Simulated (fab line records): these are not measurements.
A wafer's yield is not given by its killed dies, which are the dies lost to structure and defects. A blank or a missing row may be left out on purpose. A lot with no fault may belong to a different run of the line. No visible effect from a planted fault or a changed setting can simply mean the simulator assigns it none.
Chamber matching | flow n5 finfet | 4 sister chambers for N5_FIN_SAQP_ALD_61 on ald sin-01
The step deposits SiO2, target thk 4 nm, pulse time 1 s, purge time 2 s. 7 wafers are shown with their chamber, then 9 later ones without.

== WAFERS, EACH WITH ITS CHAMBER ==
wafer  | chamber | heater power w (W) | precursor pulse height rel
L080.5 | 3       | 464                | 0.974
L081.5 | 0       | 475                | 1.005
L083.5 | 2       | 472                | 1.008
L083.6 | 1       | 473                | 1.037
L087.1 | 1       | 481                | 0.970
L087.2 | 2       | 463                | 1.044
L087.3 | 0       | 476                | 1.002

== WAFERS WITH NO CHAMBER GIVEN ==
wafer  | heater power w (W) | precursor pulse height rel
L092.4 | 460                | 1.004
L092.5 | 486                | 0.999
L092.6 | 465                | 1.018
L093.1 | 483                | 0.955
L093.5 | 472                | 0.993
L093.6 | 468                | 1.000
L094.2 | 457                | 1.010
L094.3 | 468                | 0.999
L094.6 | 485                | 1.002

== WHICH CHAMBER EACH WENT THROUGH ==
wafer  | from the rows above               | in truth
L092.4 | can't be placed: 3 or 2 or 0      | 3
L092.5 | can't be placed: 1 or 0           | 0
L092.6 | can't be placed: 2 or 3 or 0 or 1 | 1
L093.1 | can't be placed: 1 or 0 or 2 or 3 | 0
L093.5 | can't be placed: 0 or 1 or 2 or 3 | 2
L093.6 | can't be placed: 2 or 3 or 0 or 1 | 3
L094.2 | can't be placed: 3 or 2 or 0      | 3
L094.3 | can't be placed: 2 or 3 or 0 or 1 | 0
L094.6 | can't be placed: 1 or 0           | 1
0 of 9 placed correctly. Unplaceable from these rows: 9, with the true chamber sitting among the candidates in 9. 0 placed wrongly.
How it was worked out, from the rows above alone: a wafer's distance from a chamber is the root of the sum, over the readings, of the square of ((its reading less the chamber's mean) divided by the reading's scatter). If the next closest chamber is less than 2 further off than the closest, the wafer can't be placed; otherwise it belongs to the closest. The mean given for a chamber averages the wafers shown for that chamber. The scatter: take each reading less its chamber's mean, square it, sum over the shown wafers, divide by the number of wafers less the number of chambers, and take the root.
